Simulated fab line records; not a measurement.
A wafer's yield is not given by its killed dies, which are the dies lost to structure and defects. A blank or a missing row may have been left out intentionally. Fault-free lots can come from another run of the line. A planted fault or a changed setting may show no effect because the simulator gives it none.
A lot that was struck, set against a sound lot :: flow nand-harc :: 21 out of 1159 route steps
Sound: the wafers L418.3, L418.5, L418.6. The struck wafers were L414.1, L414.4, L414.5. Last of all comes the cause.
Each step with rows lists, per side, the tool, then ch with its chambers, then its first start. Under that, the readings that differ: sound wafers :: struck wafers :: difference of the means :: sigmas: that difference in standard deviations of wafers without a fault.
alike: readings with means less than 2 such deviations apart, plus words and numbers identical on both sides. not compared: withheld readings, readings lacking a value on some wafer, bounds such as >300 that could conceal the same value, and numbers that have no deviation in the record and whose values overlap.
The two part at a step that has a row with sigmas, a row that says differs or no value, or rows on one side only. Non-overlapping numbers with no deviation appear without sigmas and do not part them. A reading that every wafer of one side lacks parts them only if that side has two wafers or more.

first, 5 steps without rows for these wafers: NHARC_P_STI_SOFTBAKE_04 (time 70 s); NHARC_P_STI_EBR_05; NHARC_P_STI_EXPOSE_06 (exposes mask P STI, target cd 200 nm); NHARC_P_STI_PEB_07 (peb time 80 s); NHARC_P_STI_DEVELOP_08 (time 50 s).
NHARC_P_STI_CD_MEAS_09: the cd target is 200 nm.
  sound on cd-sem-02 ch 0, day 7 17:07; struck on cd-sem-02 ch 0, day 6 19:52
  alike: cd-nm
NHARC_P_STI_OVL_MEAS_10:
  sound on overlay-02 at day 7 17:11; struck on overlay-02 at day 6 19:57
  alike: overlay-x-nm, overlay-y-nm
NHARC_P_STI_INSPECT_11:
  sound on defect-inspect-02 at day 7 17:14; struck on defect-inspect-01 at day 6 19:59
  alike: raw-defect-count
then, 1 step without rows for these wafers: NHARC_P_STI_HARDBAKE_13 (time 65 s).
NHARC_P_STI_DESCUM_14: chemistry O2, time 3 s.
  sound on rie-diel-11 ch 1,2,3, day 7 17:23; struck on rie-diel-05 ch 1,2,3, day 6 20:07
  alike: drypump-motor-current-A, oes-product-au, rf-vpp-V, showerhead-plenum-p-Torr, throttle-valve-pct
  not compared: rf-hours-counter-h
NHARC_P_STI_ETCH_42: etches the open film in N2/H2, target depth 80 nm, overetch 24 nm, time 61 s.
  sound on rie-diel-11 ch 1,2, day 7 17:27; struck on rie-diel-05 ch 0,1,3, day 6 20:13
  alike: bias-w, chamber-pressure-mTorr, drypump-motor-current-A, oes-product-au, rf-vpp-V, showerhead-plenum-p-Torr, throttle-valve-pct
  not compared: rf-hours-counter-h
NHARC_P_STI_ETCH_31: etches the open film in CF4/CHF3, target depth 108.9 nm, time 54.5 s.
  sound: rie-diel-11 ch 0,3; struck: rie-diel-05 ch 1,2,3
  alike: bias-w, cf4-flow-sccm, drypump-motor-current-A, oes-product-au, rf-vpp-V, showerhead-plenum-p-Torr, throttle-valve-pct
  not compared: rf-hours-counter-h
NHARC_P_STI_ETCH_15: etches the open film in HBr/Cl2, target depth 300 nm, time 100.1 s.
  sound on rie-si-04 ch 2,3, day 7 17:40; struck on rie-si-04 ch 1,2,3, day 6 20:24
  no value came back on the struck wafers for any of 6 readings (bias-w (W), chamber-pressure-mTorr (mTorr) and others); on the sound wafers bias-w (W) reads 99.86 99.97 99.96
  not compared: rf-hours-counter-h
NHARC_P_STI_CD_MEAS_16:
  sound on cd-sem-01 at day 7 17:49; struck on cd-sem-02 at day 6 20:34
  alike: cd-nm
NHARC_P_STI_OCD_MEAS_17:
  sound on ocd-01 at day 7 17:53; struck on ocd-02 at day 6 20:40
reading: trench-depth-nm (nm)
sound: 288 296 291
struck: 0 0 0
difference: -292
sigmas: -71

reading: trench-foot-cd-nm (nm)
sound: 158.3 160.2 159.3
struck: - - -
difference: no value on the struck wafers
sigmas: 
then, 3 steps without rows for these wafers: NHARC_P_STI_STRIP_19 (strips in SPM, time 900 s); NHARC_P_STI_PRECLEAN_32 (cleans in SC1); NHARC_P_STI_SRD_23.
NHARC_P_STI_OCD_MEAS_43:
  sound on ocd-02 at day 7 18:24; struck on ocd-02 at day 6 21:11
reading: trench-depth-nm (nm)
sound: 288 295 290
struck: 0 0 0
difference: -291
sigmas: -71

reading: trench-foot-cd-nm (nm)
sound: 157.7 159.3 159.3
struck: - - -
difference: no value on the struck wafers
sigmas: 
then, 1 step without rows for these wafers: NHARC_P_STI_OXIDE_33 (material SiO2, target thk 10 nm, ox time 281 s).
-- jump in the record: it breaks off in module P_STI and resumes in module END (first step shown: number 1159 of the route), and 17 days separate the struck wafers' starts before and after --
NHARC_END_SORT_01:
  the record has rows for the struck wafers here (prober-02 ch 0, day 23 22:56) and none for the sound ones

WHERE THEY PART
Earliest at NHARC_P_STI_ETCH_15; latest, in this record, at NHARC_END_SORT_01.

WHY: what the simulator had put in
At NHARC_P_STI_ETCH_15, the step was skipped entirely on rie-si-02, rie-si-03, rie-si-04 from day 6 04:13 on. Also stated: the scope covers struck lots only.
